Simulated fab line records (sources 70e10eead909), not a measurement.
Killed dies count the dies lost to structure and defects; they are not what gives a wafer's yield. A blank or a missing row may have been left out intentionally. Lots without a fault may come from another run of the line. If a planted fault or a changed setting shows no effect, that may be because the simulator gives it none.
Matching of chambers ; flow nand_harc ; NHARC_P_M1_DESCUM_14 on rie_diel-06: 4 sister chambers
The step chemistry O2, time 3 s. 8 wafers are shown with their chamber, then 9 later ones without.

WAFERS PAIRED WITH THEIR CHAMBERS
wafer;chamber;drypump_motor_current_A (A);oes_product_au (a.u.)
L080.2;1;6.3;0.995
L084.1;0;6.8;0.982
L084.6;2;6.0;0.999
L086.1;0;6.8;0.987
L086.5;3;4.9;1.004
L087.2;3;4.9;1.013
L087.5;1;6.2;0.995
L087.6;2;6.0;1.005

WAFERS WITHOUT THEIR CHAMBER
wafer;drypump_motor_current_A (A);oes_product_au (a.u.)
L089.2;4.9;0.983
L089.4;6.8;0.979
L089.5;6.2;0.985
L095.3;4.9;0.998
L095.4;6.0;1.015
L095.5;6.2;0.989
L097.3;6.8;0.985
L097.4;6.2;0.991
L097.6;6.8;0.994

EACH ONE'S CHAMBER
wafer;from the rows above;in truth
L089.2;3;3
L089.4;0;0
L089.5;1;1
L095.3;3;3
L095.4;2;2
L095.5;1;1
L097.3;0;0
L097.4;1;1
L097.6;0;0
9 of 9 placed correctly. Left unplaced by these rows: 0. Wrongly placed: 0.
How it was worked out, from the rows above alone: a wafer's distance from a chamber is the root of the sum, over the readings, of the square of ((its reading less the chamber's mean) divided by the reading's scatter). If the next closest chamber is less than 2 further off than the closest, the wafer can't be placed; otherwise it belongs to the closest. The mean given for a chamber averages the wafers shown for that chamber. The scatter is the square root of a quotient: the sum, over the shown wafers, of each reading's squared deviation from its chamber's mean, divided by wafers minus chambers.
